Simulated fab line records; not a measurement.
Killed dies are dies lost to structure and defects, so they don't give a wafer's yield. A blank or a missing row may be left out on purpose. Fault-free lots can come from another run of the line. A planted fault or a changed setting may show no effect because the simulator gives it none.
fab line records ; flow n5Finfet
record: lots: 7; wafers: 39
route steps=1938 shown ZERO_LAYER@11 SD_EPI_N@269 HKMG_FIN@412 MOL_CONTACT_COAG@559 BEOL_M1@794 BEOL_M3@1000 BEOL_M4@1070 BEOL_M8@1344 BEOL_M11@1578 BEOL_M14@1749 TV_OPEN@1890 PASSIVATION@1936
startH: hours from the record's opening day to when the first of the lot's shown wafers began ; waitH: time in hours since the lot's previous step ; " as in the row above ; L1.1+2: a row that stands for several wafers ; - no value, or no start was given ; * or withheld: withheld ; < > ~ a bound
route shown NAME@n: names a module that has steps shown in the file, with the first one's number in the route ; usual: mean/standard deviation of fault-free wafers ; same: alike in all rows ; chamber/n: place in a boat ; sites: per-site readings ; _std_site: the values' standard deviation ; _edge_site: mean of outer sites minus mean of inner sites ; radiusMm: for every site, how far away it sits from the centre of the wafer ; mask NAME#n: copy n ; behind: the tool/chamber that last shaped the wafer ; hold: why the lot went on hold/how many hours it stayed there/how the hold came to an end ; device: whichever transistor did not switch (one of n, p or np) ; end of line: the tests these same wafers got at the end of their route ; a step given without rows: its recipe and nothing more ; killed: not the wafer's yield, but the dies lost to structure and defects at the first sort ; map: a wafer's dies, marking killed ones x, the rest . and places with no die _
set.NAME: the setting the step ran with; set.NAME@STEP: the setting that earlier step ran with ; model.NAME: the simulator's own value behind a step, which no gauge read
one table per step and one row per wafer, for lots whose settings were changed on purpose
== steps ==
step: N5_ZERO_LAYER_DEVELOP_10
recipe: developTimeS: 60; rinseLiquid: diw; dry: airSpin; devTempC: 21
step: N5_SD_EPI_N_DEVELOP_08
recipe: developTimeS: 30; developer: TMAH; resist: CAR-ArF-block; devTempC: 23; rinseLiquid: diw; dry: airSpin
step: N5_HKMG_FIN_ALD_79
recipe: material: TiN; targetThkA: 15; tempC: 400; aldPrecursorFamily: TiCl4; aldCoReactant: NH3; pulseTimeS: 1; purgeTimeS: 3; coReactantPurgeTimeS: 2; coReactantPulseTimeS: 2; aldCycles: 68; pressureTorr: 3
step: N5_MOL_CONTACT_COAG_ALD_27
recipe: material: SiOC; targetThkA: 170; tempC: 400; aldPrecursorFamily: carbosiloxane; aldCoReactant: H2-plasma; pulseTimeS: 1.5; timeS: 2720; purgeTimeS: 2; coReactantPurgeTimeS: 2; aldCycles: 340; pressureTorr: 2
step: N5_MOL_CONTACT_COAG_ETCH_124
recipe: chemistry: CH3F/O2; target: SiNx; targetDepthA: 65; maskMaterial: SOC; stopOn: SiOC; overEtchFrac: 0.3; ionEnergyEv: 120; pressureMtorr: 30; sourceW: 395; biasW: 73; Ar_flow_sccm: 150; CH3F_flow_sccm: 30; O2_flow_sccm: 20; ends: endPoint
step: N5_BEOL_M1_ETCH_70
recipe: chemistry: N2/H2; target: SOC; targetDepthA: 800; overetchA: 160; maskMaterial: SiARC; tempC: 40; timeS: 120; ionEnergyEv: 200; pressureMtorr: 30; sourceW: 840; biasW: 150; n2FlowSccm: 200; h2FlowSccm: 200
step: N5_BEOL_M3_SPUTTER_86
recipe: material: Cu; targetThkA: 45; tempC: -20; chamberPressurePa: 0.07; powerW: withheld; timeS: 8.29
step: N5_BEOL_M4_TRENCH_ETCH_37
recipe: chemistry: C4F6/O2; targetDepthA: 555.55; target: SiOC; timeS: 29.2; ionEnergyEv: 250; pressureMtorr: 30; sourceW: 355; biasW: 185; Ar_flow_sccm: 300; C4F6_flow_sccm: 10; O2_flow_sccm: 10
step: N5_BEOL_M8_DEVELOP_10
recipe: developTimeS: 30; developer: TMAH; resist: CAR-ArF; rinseLiquid: diw; dry: airSpin; devTempC: 23
step: N5_BEOL_M11_TRENCH_ETCH_37
recipe: chemistry: C4F6/O2; targetDepthA: 1488.3; target: SiCOH_lowk; timeS: 48; ionEnergyEv: 250; pressureMtorr: 30; sourceW: 345; biasW: 185; Ar_flow_sccm: 300; C4F6_flow_sccm: 10; O2_flow_sccm: 10
step: N5_BEOL_M14_DESCUM_33
recipe: chemistry: O2; timeS: 7.9; sourcePowerW: 50; biasPowerW: 20; pressureMtorr: 20; rfFrequencyHz: 2.712e+07; tempC: 40; o2FlowSccm: 225
step: N5_PASSIVATION_ETCH_15
recipe: chemistry: CF4/N2; target: SiCN; targetDepthA: 750; taperDeg: 2; timeS: 81.2; ionEnergyEv: 150; maskMaterial: SiNx; pressureMtorr: 40; sourceW: 430; biasW: 70; Ar_flow_sccm: 100; cf4FlowSccm: 60; n2FlowSccm: 60
step: N5_PASSIVATION_PROBE_49
usual: defectLimitedYield: 91.2/1.4; killed_at_M4_up: 12/4.2; killedDies: 103/17; sortNPass: 1077/17
lot.wafer;tool;chamber;startH;waitH;set.developTimeS@ZERO_LAYER_DEVELOP_10;set.developTimeS@SD_EPI_N_DEVELOP_08;set.aldCycles@HKMG_FIN_ALD_79;set.aldCycles@MOL_CONTACT_COAG_ALD_27;set.targetDepthA@MOL_CONTACT_COAG_ETCH_124;set.timeS@BEOL_M1_ETCH_70;set.targetThkA@BEOL_M3_SPUTTER_86;set.targetDepthA@BEOL_M4_TRENCH_ETCH_37;set.developTimeS@BEOL_M8_DEVELOP_10;set.timeS@BEOL_M11_TRENCH_ETCH_37;set.timeS@BEOL_M14_DESCUM_33;set.targetDepthA@PASSIVATION_ETCH_15;defectLimitedYield[%];killed_at_M4_up;killedDies;sortNPass
L075.1;prober-01;-;273.58;0.0;60;30;81;340;94.58;120;54.35;555.55;30;72.43;7.9;750;88.9;61;131;1049
L075.2;prober-01;-;273.63;0.1;79.47;30;68;499;94.58;185.6;54.35;466.5;46.2;48;7.9;750;95.3;6;55;1125
L075.3;prober-01;-;273.68;0.1;79.47;15.76;81;340;65;185.6;54.35;555.55;46.2;72.43;11.48;750;92.1;27;93;1087
L075.4;prober-01;-;273.73;0.2;79.47;15.76;81;499;94.58;120;45;555.55;46.2;48;7.9;750;94.2;9;69;1111
L075.5;prober-01;-;273.78;0.2;60;30;68;499;65;120;45;466.5;30;72.43;11.48;750;92.4;11;90;1090
L075.6;prober-01;-;273.83;0.3;60;15.76;68;340;65;185.6;45;466.5;30;48;11.48;750;91.4;13;101;1079
L074.1;prober-02;-;274.02;0.0;26.98;30;68;340;100.9;120;67.02;684.4;19.02;48;7.9;750;87.8;11;144;1036
L074.2;prober-02;-;274.07;0.1;26.98;30;68;520;100.9;99.99;67.02;684.4;30;48;7.9;750;91.5;7;100;1080
L074.3;prober-02;-;274.12;0.1;26.98;16.77;44;340;65;120;67.02;555.55;30;29.65;7.9;750;90.1;46;117;1063
L074.4;prober-02;-;274.17;0.2;60;30;44;340;65;99.99;45;555.55;30;48;7.9;750;91.3;7;103;1077
L074.5;prober-02;-;274.22;0.2;60;16.77;68;520;65;120;45;684.4;19.02;29.65;7.9;750;87.1;47;152;1028
L074.6;prober-02;-;274.27;0.3;60;16.77;44;520;100.9;99.99;45;555.55;19.02;29.65;7.9;750;86.2;44;163;1017
L078.1;prober-01;-;298.10;0.0;32.44;37.19;68;520;65;120;21.95;305.1;30;29.59;4.437;750;0.2;1087;1178;2
L078.2;prober-01;-;298.15;0.1;32.44;37.19;108;340;65;120;21.95;555.55;43.03;29.59;7.9;750;88.5;31;136;1044
L078.3;prober-01;-;298.20;0.1;60;37.19;68;340;65;120;45;305.1;30;48;7.9;750;18.7;876;959;221
L078.4;prober-01;-;298.25;0.2;32.44;30;108;520;65;120;45;555.55;30;48;4.437;750;90.4;13;113;1067
L078.5;prober-01;-;298.30;0.2;60;30;108;520;65;120;21.95;305.1;43.03;48;4.437;750;38.1;648;730;450
L078.6;prober-01;-;298.35;0.3;60;30;68;340;65;120;45;555.55;43.03;29.59;7.9;750;89.7;34;121;1059
L079.1;prober-02;-;318.73;0.0;60;30;68;340;65;120;45;555.55;30;48;7.9;750;92.5;10;89;1091
L079.2;prober-02;-;318.78;0.1;60;30;68;340;65;120;45;555.55;30;48;7.9;750;93.7;12;74;1106
L079.6;prober-02;-;318.98;0.3;60;30;68;340;65;120;45;555.55;30;48;7.9;750;92.3;16;91;1089
L082.1;prober-01;-;319.35;0.0;60;30;83;205;65;54.24;27.03;555.55;46.87;35.07;7.9;750;0;25;1180;0
L082.2;prober-01;-;319.40;0.1;60;30;68;205;65;120;45;555.55;30;48;7.9;750;94.2;12;68;1112
L082.3;prober-01;-;319.45;0.1;60;30;68;340;65;54.24;45;374.9;46.87;48;7.9;441.9;0;10;1180;0
L082.4;prober-01;-;319.50;0.2;60;30;83;340;65;120;45;555.55;30;35.07;5.166;750;90.5;4;112;1068
L082.5;prober-01;-;319.55;0.2;60;30;68;340;65;120;27.03;374.9;46.87;35.07;5.166;441.9;0;20;1180;0
L082.6;prober-01;-;319.60;0.3;60;30;83;205;65;54.24;27.03;374.9;30;48;5.166;441.9;0;12;1180;0
L085.1;prober-01;-;351.10;0.0;60;30;34;340;49.46;120;58.63;555.55;41.16;48;7.9;750;92.0;12;94;1084
L085.2;prober-01;-;351.15;0.1;74.84;30;68;340;49.46;148.7;58.63;283.3;30;48;7.9;750;0;1062;1180;0
L085.3;prober-01;-;351.20;0.1;74.84;30;34;340;65;120;45;283.3;30;48;7.9;750;0.6;1078;1173;7
L085.4;prober-01;-;351.25;0.2;74.84;30;68;340;65;148.7;58.63;283.3;41.16;48;7.9;750;0.2;1077;1178;2
L085.5;prober-01;-;351.30;0.2;60;30;68;340;49.46;120;45;555.55;30;48;7.9;750;90.3;12;114;1066
L085.6;prober-01;-;351.35;0.3;60;30;34;340;65;148.7;45;555.55;41.16;48;7.9;750;89.8;13;120;1054
L090.1;prober-02;-;374.74;0.0;60;43.64;68;277;34.36;120;68.25;555.55;30;58.71;10.25;750;1.4;13;1164;16
L090.2;prober-02;-;374.79;0.1;60;30;92;340;34.36;55.84;68.25;699.4;30;58.71;10.25;530.1;0;5;1180;0
L090.3;prober-02;-;374.84;0.1;39.42;43.64;68;340;65;55.84;45;555.55;30;58.71;7.9;530.1;0;14;1180;0
L090.4;prober-02;-;374.89;0.2;60;43.64;92;340;65;120;68.25;555.55;30;48;7.9;530.1;0;13;1180;0
L090.5;prober-02;-;374.94;0.2;39.42;30;92;277;34.36;120;45;699.4;30;48;10.25;750;2.4;17;1152;28
L090.6;prober-02;-;374.99;0.3;39.42;30;68;277;65;55.84;45;699.4;30;48;7.9;750;0;15;1180;0
killed by level:class
L075.1 BEOL_M11:areaEtch=38 BEOL_M4:geometricParticle:open=18 BEOL_M1:geometricParticle:open=14 STI_FIN_REVEAL:geometricParticle:open=8 BEOL_M0_SAQP:geometricParticle:open=7 BEOL_M0_SAQP:geometricParticle:short=6 BEOL_M3:geometricParticle:open=6 MOL_CONTACT_COAG:geometricParticle:open=5
L075.2 BEOL_M2:geometricParticle:open=9 MOL_CONTACT_COAG:geometricParticle:open=6 STI_FIN_REVEAL:geometricParticle:open=5 BEOL_M1:geometricParticle:open=5 BEOL_M0_SAQP:geometricParticle:short=4 BEOL_M0_SAQP:geometricParticle:open=4 BEOL_M1:geometricParticle:short=4 STI_FIN_REVEAL:geometricParticle:short=2
L075.3 MOL_CONTACT_COAG:geometricParticle:open=10 BEOL_M4:geometricParticle:open=9 BEOL_M11:areaEtch=9 STI_FIN_REVEAL:geometricParticle:open=8 BEOL_M3:geometricParticle:open=6 BEOL_M1:geometricParticle:open=5 ILD0:geometricParticle:open=4 ILD0:geometricParticle:short=4
L075.4 MOL_CONTACT_COAG:geometricParticle:open=9 BEOL_M0_SAQP:geometricParticle:open=6 BEOL_M0_SAQP:geometricParticle:short=6 STI_FIN_REVEAL:geometricParticle:open=5 BEOL_M1:geometricParticle:open=5 BEOL_M2:geometricParticle:open=5 BEOL_M4:geometricParticle:open=5 STI_FIN_REVEAL:geometricParticle:short=3
L075.5 STI_FIN_REVEAL:geometricParticle:open=16 MOL_CONTACT_COAG:geometricParticle:open=10 BEOL_M0_SAQP:geometricParticle:open=9 STI_FIN_REVEAL:geometricParticle:short=6 BEOL_M2:geometricParticle:open=5 BEOL_M1:geometricParticle:open=4 DUMMY_GATE:geometricParticle:short=3 GATE_CUT:geometricParticle:open=3
L075.6 STI_FIN_REVEAL:geometricParticle:open=13 BEOL_M0_SAQP:geometricParticle:short=11 MOL_CONTACT_COAG:geometricParticle:open=10 BEOL_M0_SAQP:geometricParticle:open=9 BEOL_M1:geometricParticle:open=7 BEOL_M4:geometricParticle:open=6 BEOL_M2:geometricParticle:open=6 ILD0:geometricParticle:short=4
L074.1 STI_FIN_REVEAL:geometricParticle:open=30 MOL_CONTACT_COAG:geometricParticle:open=19 BEOL_M0_SAQP:geometricParticle:open=12 FIN_SAQP:geometricParticle:open=8 BEOL_M1:geometricParticle:open=8 BEOL_M0_SAQP:geometricParticle:short=7 STI_FIN_REVEAL:geometricParticle:short=7 BEOL_M1:geometricParticle:short=6
L074.2 MOL_CONTACT_COAG:geometricParticle:open=12 BEOL_M0_SAQP:geometricParticle:open=7 BEOL_M2:geometricParticle:open=6 STI_FIN_REVEAL:geometricParticle:open=5 DUMMY_GATE:geometricParticle:open=5 GATE_CUT:geometricParticle:short=5 BEOL_M1:geometricParticle:open=5 MIM_TOP_ETCH:geometricParticle:open=5
L074.3 BEOL_M11:areaEcd=38 STI_FIN_REVEAL:geometricParticle:open=11 FIN_SAQP:geometricParticle:open=5 MOL_CONTACT_COAG:geometricParticle:open=5 BEOL_M2:geometricParticle:open=5 BEOL_M1:geometricParticle:open=4 GATE_CUT:geometricParticle:open=4 MOL_CONTACT_COAG:geometricParticle:short=4
L074.4 FIN_SAQP:geometricParticle:open=14 MOL_CONTACT_COAG:geometricParticle:open=13 BEOL_M3:geometricParticle:open=9 STI_FIN_REVEAL:geometricParticle:open=6 BEOL_M0_SAQP:geometricParticle:open=6 BEOL_M2:geometricParticle:open=5 BEOL_M4:geometricParticle:open=5 FIN_SAQP:geometricParticle:short=4
L074.5 BEOL_M11:areaEcd=42 STI_FIN_REVEAL:geometricParticle:open=12 GATE_CUT:geometricParticle:open=12 BEOL_M2:geometricParticle:open=10 GATE_CUT:geometricParticle:short=9 FIN_SAQP:geometricParticle:open=8 MOL_CONTACT_COAG:geometricParticle:open=8 DUMMY_GATE:geometricParticle:open=7
L074.6 BEOL_M11:areaEcd=31 MOL_CONTACT_COAG:geometricParticle:open=20 STI_FIN_REVEAL:geometricParticle:open=18 BEOL_M2:geometricParticle:open=9 FIN_SAQP:geometricParticle:open=8 BEOL_M1:geometricParticle:open=8 GATE_CUT:geometricParticle:short=5 MOL_CONTACT_COAG:geometricParticle:short=5
L078.1 BEOL_M4:areaEcd=1071 MOL_CONTACT_COAG:geometricParticle:open=11 BEOL_M0_SAQP:geometricParticle:short=10 BEOL_M2:geometricParticle:open=10 BEOL_M3:geometricParticle:open=10 BEOL_M1:geometricParticle:open=8 BEOL_M4:geometricParticle:open=7 FIN_SAQP:geometricParticle:short=6
L078.2 MOL_CONTACT_COAG:geometricParticle:open=19 BEOL_M11:areaEcd=19 BEOL_M0_SAQP:geometricParticle:short=13 BEOL_M3:geometricParticle:open=9 BEOL_M2:geometricParticle:open=7 BEOL_M0_SAQP:geometricParticle:open=5 FIN_SAQP:geometricParticle:short=4 DUMMY_GATE:geometricParticle:open=4
L078.3 BEOL_M4:areaEcd=863 MOL_CONTACT_COAG:geometricParticle:open=14 BEOL_M3:geometricParticle:open=12 MOL_CONTACT_COAG:geometricParticle:short=8 GATE_CUT:geometricParticle:short=6 BEOL_M2:geometricParticle:open=6 BEOL_M0_SAQP:geometricParticle:short=4 BEOL_M4:geometricParticle:open=4
L078.4 MOL_CONTACT_COAG:geometricParticle:open=14 FIN_SAQP:geometricParticle:short=13 MOL_CONTACT_COAG:geometricParticle:short=13 BEOL_M0_SAQP:geometricParticle:short=11 FIN_SAQP:geometricParticle:open=8 BEOL_M0_SAQP:geometricParticle:open=8 STI_FIN_REVEAL:geometricParticle:open=4 GATE_CUT:geometricParticle:short=4
L078.5 BEOL_M4:areaEcd=633 BEOL_M0_SAQP:geometricParticle:short=11 STI_FIN_REVEAL:geometricParticle:open=8 MOL_CONTACT_COAG:geometricParticle:open=7 BEOL_M2:geometricParticle:open=7 BEOL_M0_SAQP:geometricParticle:open=6 BEOL_M1:geometricParticle:open=6 FIN_SAQP:geometricParticle:open=5
L078.6 BEOL_M11:areaEcd=19 MOL_CONTACT_COAG:geometricParticle:open=18 BEOL_M0_SAQP:geometricParticle:short=8 FIN_SAQP:geometricParticle:open=7 BEOL_M2:geometricParticle:open=6 BEOL_M4:geometricParticle:short=5 ILD0:geometricParticle:open=4 MOL_CONTACT_COAG:geometricParticle:short=4
L079.1 DUMMY_GATE:geometricParticle:open=14 BEOL_M0_SAQP:geometricParticle:short=9 BEOL_M0_SAQP:geometricParticle:open=8 MOL_CONTACT_COAG:geometricParticle:open=7 BEOL_M1:geometricParticle:open=6 STI_FIN_REVEAL:geometricParticle:open=5 DUMMY_GATE:geometricParticle:short=5 ILD0:geometricParticle:open=3
L079.2 MOL_CONTACT_COAG:geometricParticle:open=9 BEOL_M0_SAQP:geometricParticle:open=9 FIN_SAQP:geometricParticle:short=6 FIN_SAQP:geometricParticle:open=5 STI_FIN_REVEAL:geometricParticle:open=4 BEOL_M0:geometricParticle:short=4 STARTING-WAFER:geometricParticle:open=4 BEOL_M0_SAQP:geometricParticle:short=3
L079.6 MOL_CONTACT_COAG:geometricParticle:open=15 BEOL_M1:geometricParticle:open=11 BEOL_M4:geometricParticle:open=10 MOL_CONTACT_COAG:geometricParticle:short=6 FIN_SAQP:geometricParticle:short=4 BEOL_M0_SAQP:geometricParticle:open=4 BEOL_M0_SAQP:geometricParticle:short=4 BEOL_M1:geometricParticle:short=4
L082.1 BEOL_M1:areaEtch=1081 BEOL_M4:geometricParticle:open=14 BEOL_M0_SAQP:geometricParticle:short=9 BEOL_M3:geometricParticle:open=8 MOL_CONTACT_COAG:geometricParticle:open=6 BEOL_M1:geometricParticle:open=6 FIN_SAQP:geometricParticle:short=5 BEOL_M0_SAQP:geometricParticle:open=5
L082.2 MOL_CONTACT_COAG:geometricParticle:open=11 DUMMY_GATE:geometricParticle:open=5 BEOL_M0_SAQP:geometricParticle:short=5 STI_FIN_REVEAL:geometricParticle:open=4 BEOL_M0_SAQP:geometricParticle:open=4 FIN_SAQP:geometricParticle:short=3 BEOL_M4:geometricParticle:short=3 BEOL_M2:geometricParticle:open=2
L082.3 BEOL_M1:areaEtch=1078 BEOL_M1:geometricParticle:short=12 MOL_CONTACT_COAG:geometricParticle:open=11 STI_FIN_REVEAL:geometricParticle:open=8 GATE_CUT:geometricParticle:short=6 BEOL_M0_SAQP:geometricParticle:open=6 DUMMY_GATE:geometricParticle:open=5 BEOL_M3:geometricParticle:open=5
L082.4 BEOL_M3:geometricParticle:open=15 FIN_SAQP:geometricParticle:open=13 STI_FIN_REVEAL:geometricParticle:open=11 FIN_SAQP:geometricParticle:short=10 BEOL_M0_SAQP:geometricParticle:open=10 BEOL_M0_SAQP:geometricParticle:short=7 BEOL_M1:geometricParticle:open=6 BEOL_M3:geometricParticle:short=5
L082.5 TV_OPEN:areaEtch=1074 MOL_CONTACT_COAG:geometricParticle:open=17 FIN_SAQP:geometricParticle:open=11 BEOL_M4:geometricParticle:open=9 FIN_SAQP:geometricParticle:short=8 BEOL_M4:areaEcd=8 BEOL_M3:geometricParticle:open=7 BEOL_M0_SAQP:geometricParticle:open=6
L082.6 BEOL_M1:areaEtch=1081 STI_FIN_REVEAL:geometricParticle:open=10 MOL_CONTACT_COAG:geometricParticle:open=10 BEOL_M4:geometricParticle:open=9 FIN_SAQP:geometricParticle:short=8 DUMMY_GATE:geometricParticle:open=7 ILD0:geometricParticle:short=5 BEOL_M0_SAQP:geometricParticle:open=5
L085.1 FIN_SAQP:geometricParticle:open=10 FIN_SAQP:geometricParticle:short=10 BEOL_M0_SAQP:geometricParticle:open=10 GATE_CUT:geometricParticle:short=8 BEOL_M4:geometricParticle:open=8 STI_FIN_REVEAL:geometricParticle:open=6 GATE_CUT:geometricParticle:open=6 MIM_BOT:geometricParticle:short=3
L085.2 BEOL_M4:areaEcd=1050 FIN_SAQP:geometricParticle:short=16 BEOL_M0_SAQP:geometricParticle:open=15 BEOL_M2:geometricParticle:open=15 FIN_SAQP:geometricParticle:open=10 BEOL_M1:geometricParticle:open=9 STI_FIN_REVEAL:geometricParticle:open=7 BEOL_M0_SAQP:geometricParticle:short=5
L085.3 BEOL_M4:areaEcd=1071 FIN_SAQP:geometricParticle:open=12 STI_FIN_REVEAL:geometricParticle:open=9 BEOL_M0_SAQP:geometricParticle:open=9 BEOL_M2:geometricParticle:open=9 FIN_SAQP:geometricParticle:short=8 MIM_BOT:geometricParticle:open=6 MOL_CONTACT_COAG:geometricParticle:open=5
L085.4 BEOL_M4:areaEcd=1070 FIN_SAQP:geometricParticle:open=11 STI_FIN_REVEAL:geometricParticle:open=10 MOL_CONTACT_COAG:geometricParticle:open=9 FIN_SAQP:geometricParticle:short=8 BEOL_M2:geometricParticle:open=8 BEOL_M0:geometricParticle:open=7 GATE_CUT:geometricParticle:short=6
L085.5 FIN_SAQP:geometricParticle:short=14 FIN_SAQP:geometricParticle:open=11 STI_FIN_REVEAL:geometricParticle:open=11 BEOL_M2:geometricParticle:open=10 BEOL_M0_SAQP:geometricParticle:open=6 BEOL_M0_SAQP:geometricParticle:short=6 BEOL_M4:geometricParticle:open=6 BEOL_M3:geometricParticle:open=6
L085.6 FIN_SAQP:geometricParticle:open=15 STI_FIN_REVEAL:geometricParticle:open=13 FIN_SAQP:geometricParticle:short=11 BEOL_M2:geometricParticle:open=10 BEOL_M4:geometricParticle:open=9 BEOL_M1:geometricParticle:open=8 BEOL_M0_SAQP:geometricParticle:short=6 BEOL_M2:geometricParticle:short=6
L090.1 MOL_CONTACT_COAG:areaEtch=1070 BEOL_M0_SAQP:geometricParticle:short=12 BEOL_M0_SAQP:geometricParticle:open=10 MOL_CONTACT_COAG:geometricParticle:open=9 FIN_SAQP:geometricParticle:open=8 DUMMY_GATE:geometricParticle:open=8 MOL_CONTACT_COAG:geometricParticle:short=6 STI_FIN_REVEAL:geometricParticle:open=5
L090.2 MOL_CONTACT_COAG:areaEtch=1030 BEOL_M1:areaEtch=37 BEOL_M1:geometricParticle:open=17 MOL_CONTACT_COAG:geometricParticle:open=15 BEOL_M0_SAQP:geometricParticle:open=11 BEOL_M0:geometricParticle:short=8 BEOL_M0_SAQP:geometricParticle:short=7 STI_FIN_REVEAL:geometricParticle:open=6
L090.3 BEOL_M1:areaEtch=1069 MOL_CONTACT_COAG:geometricParticle:open=17 BEOL_M0_SAQP:geometricParticle:open=16 BEOL_M0_SAQP:geometricParticle:short=13 BEOL_M1:geometricParticle:open=9 GATE_CUT:geometricParticle:short=7 BEOL_M6:geometricParticle:open=7 STI_FIN_REVEAL:geometricParticle:open=6
L090.4 TV_OPEN:areaEtch=1068 BEOL_M0_SAQP:geometricParticle:short=17 BEOL_M0_SAQP:geometricParticle:open=16 BEOL_M1:geometricParticle:open=13 MOL_CONTACT_COAG:geometricParticle:open=8 STI_FIN_REVEAL:geometricParticle:open=5 BEOL_M1:geometricParticle:short=5 BEOL_M8:geometricParticle:open=5
L090.5 MOL_CONTACT_COAG:areaEtch=1056 MOL_CONTACT_COAG:geometricParticle:open=13 BEOL_M3:geometricParticle:open=10 BEOL_M0_SAQP:geometricParticle:short=9 BEOL_M0_SAQP:geometricParticle:open=8 GATE_CUT:geometricParticle:short=5 BEOL_M0:geometricParticle:open=4 BEOL_M4:geometricParticle:open=4
L090.6 BEOL_M1:areaEtch=1076 BEOL_M1:geometricParticle:open=13 BEOL_M0_SAQP:geometricParticle:open=9 BEOL_M3:geometricParticle:open=9 MOL_CONTACT_COAG:geometricParticle:open=8 BEOL_M0_SAQP:geometricParticle:short=7 GATE_CUT:geometricParticle:short=6 FIN_SAQP:geometricParticle:short=5
== key ==
split: step: N5_ZERO_LAYER_DEVELOP_10; setting: developTimeS; statedAs: 60
response none clear
split: step: N5_SD_EPI_N_DEVELOP_08; setting: developTimeS; statedAs: 30
response none clear
split: step: N5_HKMG_FIN_ALD_79; setting: aldCycles; statedAs: 68
response none clear
split: step: N5_MOL_CONTACT_COAG_ALD_27; setting: aldCycles; statedAs: 340
response none clear
split: step: N5_MOL_CONTACT_COAG_ETCH_124; setting: targetDepthA; statedAs: 65
response none clear
split: step: N5_BEOL_M1_ETCH_70; setting: timeS; statedAs: 120
response none clear
split: step: N5_BEOL_M3_SPUTTER_86; setting: targetThkA; statedAs: 45
response none clear
split: step: N5_BEOL_M4_TRENCH_ETCH_37; setting: targetDepthA; statedAs: 555.55
response: step: N5_PASSIVATION_PROBE_49; reading: killed_at_M4_up; slope: -16.5; per: 1%; togetherWith: all; explained: 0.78
response: step: N5_PASSIVATION_PROBE_49; reading: defectLimitedYield; slope: +1.65; per: 1%; togetherWith: all; explained: 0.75
response: step: N5_PASSIVATION_PROBE_49; reading: killedDies; slope: -19.5; per: 1%; togetherWith: all; explained: 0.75
response: step: N5_PASSIVATION_PROBE_49; reading: sortNPass; slope: +19.4; per: 1%; togetherWith: all; explained: 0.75
split: step: N5_BEOL_M8_DEVELOP_10; setting: developTimeS; statedAs: 30
response none clear
split: step: N5_BEOL_M11_TRENCH_ETCH_37; setting: timeS; statedAs: 48
response none clear
split: step: N5_BEOL_M14_DESCUM_33; setting: timeS; statedAs: 7.9
response none clear
split: step: N5_PASSIVATION_ETCH_15; setting: targetDepthA; statedAs: 750
response none clear
